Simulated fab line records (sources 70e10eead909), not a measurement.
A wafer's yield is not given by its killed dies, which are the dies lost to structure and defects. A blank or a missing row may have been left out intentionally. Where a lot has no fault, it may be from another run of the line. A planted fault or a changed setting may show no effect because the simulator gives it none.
fab line records + flow nand_harc
[record]
- lots = 6
- wafers = 18
- last_day = 32
route steps=1302 shown A_M1@1181 END@1302
lots untouched by any fault: they come from a run of this same line in which no faults occurred
start_h: hours from the record's opening day to when the first of the lot's shown wafers began + wait_h: time in hours since the lot's previous step + " the same as in the row above + L1.1+2: a single row standing in for several wafers + - either no value or no given start + * or withheld: withheld + < > ~ a bound
route shown NAME@n: names a module that has steps shown in the file, with the first one's number in the route + usual: mean/standard deviation taken from wafers without a fault + same: alike in all rows + chamber/n: place in a boat + sites: the reading at each site + _std_site: how widely they spread, as a standard deviation + _edge_site: inner sites' mean taken away from outer sites' mean + radius_mm: how far each site lies from the wafer's centre + mask NAME#n: copy n + behind: the tool/chamber that last shaped the wafer + hold: the reason the lot was held/the length of the hold in hours/how it ended + device: names the non-switching transistor (n, p or np) + end of line: at the end of the route, the tests of the same wafers + a step given without rows: its recipe and nothing more + killed: count of dies lost to structure and defects at first sort (not the wafer's yield) + map: a wafer's dies, x killed, . not, _ none there
set.NAME: the setting the step ran with; set.NAME@STEP: the setting that earlier step ran with + model.NAME: the simulator's own value behind a step, which no gauge read
lots seen at some steps along the route; tables by step, rows by wafer
services: the hour from which a tool's chamber was out of use, counted from the record's first day as start_h (under 0 if before that day), plus the number of hours and why
[[steps]]
[step NHARC_A_M1_INSPECT_11]
[usual]
- raw_defect_count = 86/38
| lot.wafer | tool              | chamber | start_h | wait_h | raw_defect_count |
|-----------|-------------------|---------|---------|--------|------------------|
| L178.1    | defect_inspect-02 | -       | 535.74  | 0.0    | 152              |
| L178.3    | "                 | -       | "       | "      | 132              |
| L178.6    | "                 | -       | "       | "      | 156              |
| L186.1    | defect_inspect-02 | -       | 630.76  | 0.0    | 90               |
| L186.2    | "                 | -       | "       | "      | 64               |
| L186.6    | "                 | -       | "       | "      | 60               |
| L187.3    | defect_inspect-02 | -       | 632.10  | 0.0    | 85               |
| L187.4    | "                 | -       | "       | "      | 101              |
| L187.5    | "                 | -       | "       | "      | 95               |
| L189.1    | defect_inspect-01 | -       | 664.36  | 0.0    | 57               |
| L189.2    | "                 | -       | "       | "      | 62               |
| L189.4    | "                 | -       | "       | "      | 54               |
| L192.1    | defect_inspect-01 | -       | 673.93  | 0.0    | 72               |
| L192.4    | "                 | -       | "       | "      | 80               |
| L192.5    | "                 | -       | "       | "      | 87               |
| L197.1    | defect_inspect-02 | -       | 722.94  | 0.0    | 126              |
| L197.4    | "                 | -       | "       | "      | 130              |
| L197.5    | "                 | -       | "       | "      | 114              |
[step NHARC_A_M1_DESCUM_14]
[recipe]
- time_s = 3
- o2_flow_sccm = 200
- ar_flow_sccm = 0
- bias_power_w = 0
- chemistry = O2
[step NHARC_A_M1_ETCH_35]
[recipe]
- target_depth_a = 400
- overetch_a = 120
- time_s = 43.94
- ion_energy_ev = 200
- n2_flow_sccm = 150
- h2_flow_sccm = 150
- ar_flow_sccm = 0
- rf_w = 400
- bias_w = 150
- chemistry = N2/H2
[usual]
- drypump_motor_current_A = 5.6/0.43
- oes_product_au = 0.999/0.011
- rf_vpp_V = 431/3
- showerhead_plenum_p_Torr = 2.06/0.1
- throttle_valve_pct = 14.172/0.0094
| lot.wafer | tool        | chamber | start_h | wait_h | drypump_motor_current_A | oes_product_au | rf_hours_counter_h | rf_vpp_V | showerhead_plenum_p_Torr | throttle_valve_pct |
|-----------|-------------|---------|---------|--------|-------------------------|----------------|--------------------|----------|--------------------------|--------------------|
| L178.1    | rie_diel-09 | 3       | 535.89  | 0.1    | 6.5                     | 0.972          | 4                  | 432      | 2.11                     | 14.192             |
| L178.3    | "           | 0       | "       | "      | 6.0                     | 0.991          | 3                  | 427      | 1.94                     | 14.181             |
| L178.6    | "           | 0       | "       | "      | 5.9                     | 0.989          | -                  | 426      | 1.94                     | 14.167             |
| L186.2    | rie_diel-08 | 0       | 630.93  | 0.1    | 5.5                     | 1.014          | 5                  | 427      | 1.95                     | 14.173             |
| L186.1    | "           | 1       | "       | "      | 5.8                     | 0.990          | 5                  | 435      | 2.19                     | 14.161             |
| L186.6    | "           | 3       | "       | "      | 5.0                     | 1.016          | -                  | 429      | 2.01                     | 14.168             |
| L187.4    | rie_diel-09 | 0       | 632.24  | 0.1    | 5.9                     | 1.003          | 9                  | 427      | 1.93                     | 14.160             |
| L187.3    | "           | 3       | "       | "      | 6.6                     | 0.988          | 10                 | 433      | 2.11                     | 14.186             |
| L187.5    | "           | 1       | "       | "      | 5.2                     | 1.009          | -                  | 431      | 2.08                     | 14.171             |
| L189.4    | rie_diel-10 | 3       | 664.51  | 0.1    | 5.5                     | 1.011          | 3                  | 427      | 1.93                     | 14.169             |
| L189.1    | "           | 1       | "       | "      | 5.6                     | 1.014          | 2                  | 434      | 2.17                     | 14.180             |
| L189.2    | "           | 2       | "       | "      | 5.0                     | 1.014          | 2                  | 431      | 2.06                     | 14.174             |
| L192.1    | rie_diel-08 | 3       | 674.10  | 0.1    | 4.9                     | 1.009          | 8                  | 430      | 2.01                     | 14.182             |
| L192.4    | "           | 2       | "       | "      | 5.5                     | 1.005          | -                  | 434      | 2.19                     | 14.166             |
| L192.5    | "           | 3       | "       | "      | 4.9                     | 1.007          | -                  | 429      | 2.01                     | 14.185             |
| L197.4    | rie_diel-08 | 1       | 723.09  | 0.1    | 5.8                     | 0.992          | 9                  | 435      | 2.19                     | 14.195             |
| L197.1    | "           | 3       | "       | "      | 5.0                     | 1.012          | 10                 | 430      | 2.01                     | 14.176             |
| L197.5    | "           | 2       | "       | "      | 5.5                     | 1.016          | -                  | 435      | 2.19                     | 14.182             |
[step NHARC_A_M1_ETCH_15]
[recipe]
- target_depth_a = 1825
- time_s = 91.2
- c4f8_flow_sccm = withheld
- ar_flow_sccm = 400
- rf_w = 600
- bias_w = 300
- chemistry = C4F8/Ar
[usual]
- oes_product_au = 0.944/0.02
- rf_vpp_V = 441/3
| lot.wafer | tool        | chamber | start_h | wait_h | oes_product_au | rf_hours_counter_h | rf_vpp_V |
|-----------|-------------|---------|---------|--------|----------------|--------------------|----------|
| L178.3    | rie_diel-09 | 3       | -       | -      | 0.939          | 4                  | 442      |
| L178.1    | "           | 2       | "       | "      | 0.965          | 4                  | 436      |
| L178.6    | "           | 0       | "       | "      | 0.955          | -                  | 439      |
| L186.2    | rie_diel-08 | 0       | -       | -      | 0.929          | 5                  | 439      |
| L186.1    | "           | 1       | "       | "      | 0.919          | 5                  | 444      |
| L186.6    | "           | 3       | "       | "      | 0.931          | -                  | 440      |
| L187.4    | rie_diel-09 | 1       | -       | -      | 0.927          | 9                  | 441      |
| L187.3    | "           | 2       | "       | "      | 0.911          | 10                 | 436      |
| L187.5    | "           | 0       | "       | "      | 0.926          | -                  | 437      |
| L189.4    | rie_diel-10 | 3       | -       | -      | 0.937          | 3                  | 437      |
| L189.2    | "           | 0       | "       | "      | 0.914          | 3                  | 444      |
| L189.1    | "           | 1       | "       | "      | 0.935          | 2                  | 443      |
| L192.1    | rie_diel-08 | 2       | -       | -      | 0.940          | 6                  | 445      |
| L192.5    | "           | 2       | "       | "      | 0.938          | -                  | 443      |
| L192.4    | "           | 0       | "       | "      | 0.933          | -                  | 439      |
| L197.1    | rie_diel-08 | 3       | -       | -      | 0.964          | 10                 | 440      |
| L197.4    | "           | 0       | "       | "      | 0.971          | 10                 | 437      |
| L197.5    | "           | 3       | "       | "      | 0.980          | -                  | 440      |
[step NHARC_A_M1_CD_MEAS_16]
[usual]
- cd_nm = 119.5/0.75
| lot.wafer | tool      | chamber | start_h | wait_h | cd_nm |
|-----------|-----------|---------|---------|--------|-------|
| L178.1    | cd_sem-03 | -       | 536.11  | -      | 119.4 |
| L178.3    | "         | -       | "       | "      | 120.2 |
| L178.6    | "         | -       | "       | "      | 119.5 |
| L186.1    | cd_sem-02 | -       | 631.17  | -      | 119.7 |
| L186.2    | "         | -       | "       | "      | 118.3 |
| L186.6    | "         | -       | "       | "      | 119.0 |
| L187.3    | cd_sem-01 | -       | 632.47  | -      | 119.3 |
| L187.4    | "         | -       | "       | "      | 119.4 |
| L187.5    | "         | -       | "       | "      | 119.4 |
| L189.1    | cd_sem-02 | -       | 664.73  | -      | 118.7 |
| L189.2    | "         | -       | "       | "      | 119.4 |
| L189.4    | "         | -       | "       | "      | 120.2 |
| L192.1    | cd_sem-03 | -       | 674.34  | -      | 119.5 |
| L192.4    | "         | -       | "       | "      | 119.5 |
| L192.5    | "         | -       | "       | "      | 119.9 |
| L197.1    | cd_sem-01 | -       | 723.31  | -      | 119.2 |
| L197.4    | "         | -       | "       | "      | 118.4 |
| L197.5    | "         | -       | "       | "      | 119.6 |
[step NHARC_A_M1_STRIP_18]
[recipe]
- power_w = 1000
- n2_flow_sccm = 150
- h2_flow_sccm = 150
- ar_flow_sccm = 0
- bias_w = 0
- chemistry = N2/H2
[step NHARC_A_M1_ETCH_28]
[recipe]
- target_depth_a = 300
- over_etch_frac = 0.3
- time_s = 72.99
- ion_energy_ev = 150
- cf4_flow_sccm = 50
- n2_flow_sccm = 100
- ar_flow_sccm = 150
- rf_w = 300
- bias_w = 100
- chemistry = CF4/N2
[step NHARC_A_M1_STRIP_19]
[recipe]
- time_s = 600
- temp_c = 30
- chemistry = post_etch_residue_remover
[step NHARC_A_M1_DEGAS_29]
[recipe]
- temp_c = 250
- time_s = 60
[usual]
- heater_power_w = 319/26
| lot.wafer | tool           | chamber | start_h | wait_h | heater_power_w |
|-----------|----------------|---------|---------|--------|----------------|
| L178.3    | pvd_sputter-03 | -       | 536.83  | -      | 315            |
| L178.1    | "              | -       | "       | "      | 276            |
| L178.6    | "              | -       | "       | "      | 323            |
| L186.2    | pvd_sputter-02 | -       | 631.89  | -      | 373            |
| L186.1    | "              | -       | "       | "      | 316            |
| L186.6    | "              | -       | "       | "      | 367            |
| L187.4    | pvd_sputter-03 | -       | 633.23  | -      | 302            |
| L187.3    | "              | -       | "       | "      | 278            |
| L187.5    | "              | -       | "       | "      | 321            |
| L189.4    | pvd_sputter-01 | -       | 665.45  | -      | 319            |
| L189.1    | "              | -       | "       | "      | 332            |
| L189.2    | "              | -       | "       | "      | 321            |
| L192.1    | pvd_sputter-01 | -       | 675.07  | -      | 315            |
| L192.4    | "              | -       | "       | "      | 318            |
| L192.5    | "              | -       | "       | "      | 314            |
| L197.4    | pvd_sputter-01 | -       | 724.07  | -      | 309            |
| L197.1    | "              | -       | "       | "      | 333            |
| L197.5    | "              | -       | "       | "      | 318            |
[step NHARC_A_M1_PRE_CLEAN_30]
[recipe]
- time_s = 30
- temp_c = 280
- gas = H2/He
[usual]
- heater_power_w = 390/31
| lot.wafer | tool           | chamber | start_h | wait_h | heater_power_w |
|-----------|----------------|---------|---------|--------|----------------|
| L178.1    | pvd_sputter-03 | -       | -       | -      | 335            |
| L178.3    | "              | -       | "       | "      | 437            |
| L178.6    | "              | -       | "       | "      | 369            |
| L186.2    | pvd_sputter-02 | -       | -       | -      | 360            |
| L186.1    | "              | -       | "       | "      | 420            |
| L186.6    | "              | -       | "       | "      | 350            |
| L187.4    | pvd_sputter-03 | -       | -       | -      | 437            |
| L187.3    | "              | -       | "       | "      | 391            |
| L187.5    | "              | -       | "       | "      | 386            |
| L189.4    | pvd_sputter-01 | -       | -       | -      | 372            |
| L189.2    | "              | -       | "       | "      | 410            |
| L189.1    | "              | -       | "       | "      | 390            |
| L192.1    | pvd_sputter-01 | -       | -       | -      | 372            |
| L192.4    | "              | -       | "       | "      | 393            |
| L192.5    | "              | -       | "       | "      | 387            |
| L197.4    | pvd_sputter-01 | -       | -       | -      | 384            |
| L197.1    | "              | -       | "       | "      | 400            |
| L197.5    | "              | -       | "       | "      | 395            |
[step NHARC_A_M1_PVD_20]
[recipe]
- target_thk_a = 50
- bias_v = 168.6
- power_w = 15000
- chamber_pressure_pa = 0.12
- time_s = 8.06
- substrate_temp_c = 50
- material = TaN
[step NHARC_A_M1_PVD_21]
[recipe]
- target_thk_a = 300
- chamber_pressure_pa = 5
- power_w = 5000
- substrate_temp_c = 30
- time_s = 20.49
- material = Cu
[usual]
- throttle_valve_pct = 29.9/0.65
| lot.wafer | tool           | chamber | start_h | wait_h | throttle_valve_pct |
|-----------|----------------|---------|---------|--------|--------------------|
| L178.1    | pvd_sputter-03 | -       | -       | -      | 29.8               |
| L178.3    | "              | -       | "       | "      | 29.7               |
| L178.6    | "              | -       | "       | "      | 29.3               |
| L186.2    | pvd_sputter-02 | -       | -       | -      | 30.3               |
| L186.1    | "              | -       | "       | "      | 28.8               |
| L186.6    | "              | -       | "       | "      | 30.5               |
| L187.3    | pvd_sputter-03 | -       | -       | -      | 29.8               |
| L187.4    | "              | -       | "       | "      | 30.1               |
| L187.5    | "              | -       | "       | "      | 29.2               |
| L189.2    | pvd_sputter-01 | -       | -       | -      | 30.2               |
| L189.1    | "              | -       | "       | "      | 30.2               |
| L189.4    | "              | -       | "       | "      | 29.2               |
| L192.1    | pvd_sputter-01 | -       | -       | -      | 30.6               |
| L192.4    | "              | -       | "       | "      | 29.4               |
| L192.5    | "              | -       | "       | "      | 30.4               |
| L197.4    | pvd_sputter-01 | -       | -       | -      | 30.5               |
| L197.1    | "              | -       | "       | "      | 29.3               |
| L197.5    | "              | -       | "       | "      | 30.7               |
[step NHARC_A_M1_ECD_22]
[recipe]
- target_thk_a = 4000
- bath_temp_c = 25
- material = Cu
| lot.wafer  | tool      | chamber | start_h | wait_h |
|------------|-----------|---------|---------|--------|
| L178.1+3+6 | ecd_cu-01 | 1,0,1   | 537.19  | -      |
| L186.2+1+6 | ecd_cu-01 | 0,1,0   | 632.25  | -      |
| L187.4+3+5 | ecd_cu-02 | 0,1,1   | 633.68  | -      |
| L189.2+1+4 | ecd_cu-02 | 1,0,0   | 665.81  | -      |
| L192.1+4+5 | ecd_cu-01 | 1,0,1   | 675.47  | -      |
| L197.1+4+5 | ecd_cu-02 | 1,0,1   | 724.45  | -      |
[step NHARC_A_M1_ANNEAL_31]
[recipe]
- temp_c = 225
- time_s = 90
[step NHARC_A_M1_CMP_23]
[recipe]
- t_overpolish_s = 20
- target_thk_nm = 154.34
[usual]
- motor_current_A = 12.3/1.4
- time_to_endpoint_s = 29.2/2.2
| lot.wafer | tool   | chamber | start_h | wait_h | motor_current_A | time_to_endpoint_s |
|-----------|--------|---------|---------|--------|-----------------|--------------------|
| L178.1    | cmp-01 | 2       | 537.94  | -      | 11.0            | 29.6               |
| L178.3    | "      | 3       | "       | "      | 11.4            | 27.0               |
| L178.6    | "      | 2       | "       | "      | 11.2            | 31.3               |
| L186.2    | cmp-01 | 2       | 633.00  | -      | 11.2            | 30.5               |
| L186.1    | "      | 3       | "       | "      | 11.7            | 25.3               |
| L186.6    | "      | 2       | "       | "      | 11.5            | 27.7               |
| L187.3    | cmp-04 | 3       | 634.31  | -      | 12.0            | 32.8               |
| L187.4    | "      | 1       | "       | "      | 16.4            | 31.9               |
| L187.5    | "      | 3       | "       | "      | 11.8            | 19.1               |
| L189.1    | cmp-03 | 0       | 666.55  | -      | 12.9            | 17.5               |
| L189.4    | "      | 1       | "       | "      | 11.6            | 28.0               |
| L189.2    | "      | 2       | "       | "      | 14.2            | 29.4               |
| L192.1    | cmp-03 | 1       | 676.17  | -      | 12.1            | 25.9               |
| L192.4    | "      | 3       | "       | "      | 13.8            | 29.7               |
| L192.5    | "      | 1       | "       | "      | 11.4            | 29.4               |
| L197.4    | cmp-03 | 2       | 725.17  | -      | 14.1            | 31.8               |
| L197.1    | "      | 3       | "       | "      | 13.2            | 30.0               |
| L197.5    | "      | 3       | "       | "      | 12.9            | 30.0               |
[step NHARC_A_M1_THK_MEAS_24]
[recipe]
- thk_meas_gauge = xrf
[usual]
- thk_nm = 154.1/1.4
| lot.wafer | tool          | chamber | start_h | wait_h | thk_nm |
|-----------|---------------|---------|---------|--------|--------|
| L178.1    | film_metro-01 | -       | 538.22  | -      | 154.8  |
| L178.3    | "             | -       | "       | "      | 153.2  |
| L178.6    | "             | -       | "       | "      | 154.8  |
| L186.1    | film_metro-02 | -       | 633.29  | -      | 153.8  |
| L186.2    | "             | -       | "       | "      | 154.1  |
| L186.6    | "             | -       | "       | "      | 152.5  |
| L187.3    | film_metro-02 | -       | 634.62  | -      | 152.5  |
| L187.4    | "             | -       | "       | "      | 154.0  |
| L187.5    | "             | -       | "       | "      | 155.4  |
| L189.1    | film_metro-02 | -       | 666.84  | -      | 153.4  |
| L189.2    | "             | -       | "       | "      | 153.9  |
| L189.4    | "             | -       | "       | "      | 151.9  |
| L192.1    | film_metro-01 | -       | 676.46  | -      | 152.4  |
| L192.4    | "             | -       | "       | "      | 151.5  |
| L192.5    | "             | -       | "       | "      | 155.6  |
| L197.1    | film_metro-01 | -       | 725.49  | -      | 155.8  |
| L197.4    | "             | -       | "       | "      | 154.6  |
| L197.5    | "             | -       | "       | "      | 154.3  |
[step NHARC_END_SORT_01]
[recipe]
- temp_c = 25
[usual]
- defect_limited_yield = 91.4/2.7
- killed_at_array = 53/19
- killed_at_other = 0.7/1.1
- killed_at_periphery = 4.2/2.7
- killed_dies = 58/18
- killed_open = 3.1/1.9
- killed_short = 2.5/1.6
- sort_bin_2_pct = 3.0/1.2
- sort_bin_3_pct = 0.7/0.41
- sort_bin_4_pct = 4.9/1.5
- sort_n_pass = 619/18
- sort_rim_yield_pct = 90/4.1
- sort_yield_pct = 91.4/2.7
[same]
- gross_dies = 677
- sort_bin_5_pct[%] = 0
- sort_bin_6_pct[%] = 0
- sort_bin_7_pct[%] = 0
- sort_bin_8_pct[%] = 0
- sort_rim_n_gross = 106.00
| lot.wafer | tool      | chamber | start_h | wait_h | defect_limited_yield[%] | killed_at_array | killed_at_other | killed_at_periphery | killed_dies | killed_open | killed_short | sort_bin_2_pct[%] | sort_bin_3_pct[%] | sort_bin_4_pct[%] | sort_n_pass | sort_rim_yield_pct[%] | sort_yield_pct[%] |
|-----------|-----------|---------|---------|--------|-------------------------|-----------------|-----------------|---------------------|-------------|-------------|--------------|-------------------|-------------------|-------------------|-------------|-----------------------|-------------------|
| L178.1    | prober-02 | 0       | 579.30  | 2.5    | 88.2                    | 78              | 2               | 0                   | 80          | 1           | 2            | 4.1               | 1.8               | 5.9               | 597         | 85                    | 88.2              |
| L178.3    | prober-02 | 0       | 580.91  | 3.1    | 89.4                    | 69              | 2               | 1                   | 72          | 0           | 1            | 3.4               | 1.5               | 5.8               | 605         | 84                    | 89.4              |
| L178.6    | prober-02 | 0       | 583.33  | 4.0    | 87.3                    | 82              | 2               | 2                   | 86          | 2           | 5            | 5.5               | 1.0               | 6.2               | 591         | 85                    | 87.3              |
| L186.1    | prober-02 | 0       | 662.46  | 2.5    | 92.3                    | 44              | 1               | 7                   | 52          | 2           | 1            | 2.7               | 0.6               | 4.4               | 625         | 92                    | 92.3              |
| L186.2    | prober-02 | 0       | 663.26  | 2.8    | 90.5                    | 55              | 4               | 5                   | 64          | 5           | 3            | 3.5               | 0.3               | 5.6               | 613         | 92                    | 90.5              |
| L186.6    | prober-02 | 0       | 666.44  | 4.0    | 93.6                    | 36              | 0               | 7                   | 43          | 2           | 3            | 2.2               | 0.3               | 3.8               | 634         | 88                    | 93.6              |
| L192.1    | prober-01 | 0       | 708.26  | 2.5    | 92.2                    | 46              | 0               | 7                   | 53          | 4           | 1            | 2.5               | 0.7               | 4.6               | 624         | 88                    | 92.2              |
| L192.4    | prober-01 | 0       | 710.65  | 3.4    | 90.8                    | 58              | 1               | 3                   | 62          | 7           | 2            | 3.0               | 0.6               | 5.6               | 615         | 85                    | 90.8              |
| L192.5    | prober-01 | 0       | 711.44  | 3.7    | 92.0                    | 51              | 0               | 3                   | 54          | 1           | 2            | 3.5               | 0.6               | 3.8               | 623         | 92                    | 92.0              |
| L197.1    | prober-01 | 0       | 761.57  | 2.5    | 92.0                    | 49              | 0               | 5                   | 54          | 6           | 3            | 2.5               | 1.5               | 4.0               | 623         | 86                    | 92.0              |
| L197.4    | prober-01 | 0       | 763.99  | 3.4    | 88.6                    | 77              | 0               | 0                   | 77          | 4           | 0            | 3.8               | 0.9               | 6.6               | 600         | 90                    | 88.6              |
| L197.5    | prober-01 | 0       | 764.80  | 3.7    | 88.3                    | 75              | 1               | 3                   | 79          | 8           | 7            | 5.2               | 1.0               | 5.5               | 598         | 89                    | 88.3              |
// killed by level:class
L178.1 A_CHANNEL_HOLE_D2:chamber_film_flake=25 A_SLIT:chamber_film_flake=22 A_CHANNEL_HOLE_D1:chamber_film_flake=20 A_CONTACT:chamber_film_flake=4 A_STAIRCASE:chamber_film_flake=3 THIN_TSV:chamber_film_flake=2 A_CHANNEL_FILL_D2:geometric_particle:open=1 A_CHANNEL_FILL_D2:geometric_particle:short=1
L178.3 A_CHANNEL_HOLE_D2:chamber_film_flake=28 A_SLIT:chamber_film_flake=22 A_CHANNEL_HOLE_D1:chamber_film_flake=14 A_STAIRCASE:chamber_film_flake=3 A_CONTACT:chamber_film_flake=2 P_BONDPAD:chamber_film_flake=1 STARTING-WAFER:geometric_particle:short=1 THIN_TSV:chamber_film_flake=1
L178.6 A_CHANNEL_HOLE_D1:chamber_film_flake=24 A_CHANNEL_HOLE_D2:chamber_film_flake=22 A_SLIT:chamber_film_flake=22 A_STAIRCASE:chamber_film_flake=3 A_CONTACT:chamber_film_flake=3 A_CHANNEL_FILL_D1:geometric_particle:short=2 A_WL_FILL:geometric_particle:short=2 P_M0:geometric_particle:open=1
L186.1 A_CHANNEL_HOLE_D1:chamber_film_flake=18 P_M1:chamber_film_flake=7 A_CONTACT:chamber_film_flake=7 A_STAIRCASE:chamber_film_flake=7 A_BONDPAD:chamber_film_flake=4 A_SLIT:chamber_film_flake=3 A_DECK1_JOINT:chamber_film_flake=2 A_CHANNEL_HOLE_D1:geometric_particle:open=1
L186.2 A_CHANNEL_HOLE_D1:chamber_film_flake=29 A_STAIRCASE:chamber_film_flake=6 A_CONTACT:chamber_film_flake=4 P_M1:chamber_film_flake=3 A_SLIT:chamber_film_flake=3 A_BONDPAD:chamber_film_flake=3 THIN_TSV:chamber_film_flake=3 P_M2:geometric_particle:open=1
L186.6 A_CHANNEL_HOLE_D1:chamber_film_flake=17 P_M1:chamber_film_flake=6 A_CONTACT:chamber_film_flake=5 A_BONDPAD:chamber_film_flake=4 A_STAIRCASE:chamber_film_flake=3 A_WL_FILL:geometric_particle:short=2 A_DECK1_JOINT:geometric_particle:open=1 A_STAIRCASE:geometric_particle:short=1
L192.1 A_SLIT:chamber_film_flake=26 A_CHANNEL_HOLE_D1:chamber_film_flake=9 P_M1:chamber_film_flake=5 A_ZERO_WELL:chamber_film_flake=3 A_CONTACT:chamber_film_flake=3 P_STI:chamber_film_flake=2 A_CHANNEL_FILL_D2:geometric_particle:open=1 A_WL_FILL:geometric_particle:short=1
L192.4 A_SLIT:chamber_film_flake=22 A_CHANNEL_HOLE_D1:chamber_film_flake=13 A_STAIRCASE:chamber_film_flake=5 A_CONTACT:chamber_film_flake=4 A_DECK1_JOINT:chamber_film_flake=2 A_CHANNEL_FILL_D2:chamber_film_flake=2 P_CONTACT:geometric_particle:open=1 A_ONON_D1:geometric_particle:open=1
L192.5 A_SLIT:chamber_film_flake=26 A_CHANNEL_HOLE_D1:chamber_film_flake=11 A_CONTACT:chamber_film_flake=5 A_CHANNEL_FILL_D1:chamber_film_flake=2 A_STAIRCASE:chamber_film_flake=2 A_CHANNEL_FILL_D1:geometric_particle:short=1 A_WL_FILL:geometric_particle:short=1 A_M1:geometric_particle:open=1
L197.1 A_SLIT:chamber_film_flake=17 A_CHANNEL_HOLE_D2:chamber_film_flake=13 A_CHANNEL_HOLE_D1:chamber_film_flake=6 A_CONTACT:chamber_film_flake=3 A_CHANNEL_FILL_D2:geometric_particle:short=2 P_ZERO_WELL:chamber_film_flake=2 A_STAIRCASE:chamber_film_flake=2 P_GATE:geometric_particle:open=1
L197.4 A_SLIT:chamber_film_flake=38 A_CHANNEL_HOLE_D2:chamber_film_flake=18 A_CHANNEL_HOLE_D1:chamber_film_flake=7 A_CONTACT:chamber_film_flake=5 A_STAIRCASE:chamber_film_flake=4 A_ONON_D1:geometric_particle:open=1 A_CHANNEL_FILL_D2:geometric_particle:open=1 A_STAIRCASE:geometric_particle:open=1
L197.5 A_SLIT:chamber_film_flake=24 A_CHANNEL_HOLE_D2:chamber_film_flake=20 A_CHANNEL_HOLE_D1:chamber_film_flake=11 A_STAIRCASE:chamber_film_flake=6 A_WL_FILL:geometric_particle:short=3 P_M0:geometric_particle:open=2 A_SOURCE_PLATE:geometric_particle:short=1 A_SOURCE_PLATE:geometric_particle:open=1
[[services]]
| tool           | chamber | start_h | hours | kind   |
|----------------|---------|---------|-------|--------|
| ecd_cu-01      | -       | 512.39  | 8.0   | pm     |
| cmp-03         | -       | 521.19  | 3.1   | repair |
| pvd_sputter-03 | -       | 526.00  | 10.0  | pm     |
| rie_diel-08    | -       | 527.47  | 18.9  | repair |
| ecd_cu-01      | -       | 541.44  | 0.3   | repair |
| rie_diel-08    | -       | 546.40  | 9.0   | pm     |
| pvd_sputter-01 | -       | 549.71  | 0.5   | repair |
| pvd_sputter-01 | -       | 582.00  | 10.0  | pm     |
| cmp-03         | -       | 592.69  | 4.0   | pm     |
| ecd_cu-02      | -       | 596.00  | 8.0   | pm     |
| ecd_cu-01      | -       | 604.87  | 0.8   | repair |
| rie_diel-08    | -       | 609.14  | 0.7   | repair |
| cmp-03         | -       | 612.47  | 5.0   | repair |
| rie_diel-08    | 2       | 630.06  | 32.7  | repair |
| pvd_sputter-02 | -       | 638.06  | 10.0  | pm     |
| rie_diel-09    | -       | 641.21  | 0.4   | repair |
| rie_diel-08    | 1       | 670.00  | 5.7   | repair |
| rie_diel-09    | -       | 674.10  | 9.0   | pm     |
| ecd_cu-01      | -       | 676.37  | 0.6   | repair |
| pvd_sputter-03 | -       | 678.03  | 1.9   | repair |
| ecd_cu-01      | -       | 682.83  | 3.3   | repair |
| pvd_sputter-03 | -       | 704.00  | 10.0  | pm     |
| rie_diel-09    | 2       | 710.07  | 6.8   | repair |
| rie_diel-08    | -       | 723.40  | 9.0   | pm     |
[[key]]
[first_sign]
- step = NHARC_A_M1_CMP_23
- reading = time_to_endpoint_s
- direction = down
- sigmas = 4.9
- usual = *
- struck = *
effect none on later readings
met_at NHARC_A_M1_ECD_22
struck_wafers L187.5,L189.1
[fault]
- kind = process_parameter_drift
- tool = ecd_cu-02
- chamber = -
- onset_h = 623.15
- steps = NHARC_A_M1_ECD_22
- channel = target_thk_a
- offset = *
- shape = step
- end_h = 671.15
- scope = struck_wafers_only
- acts_in = *
- stated = *
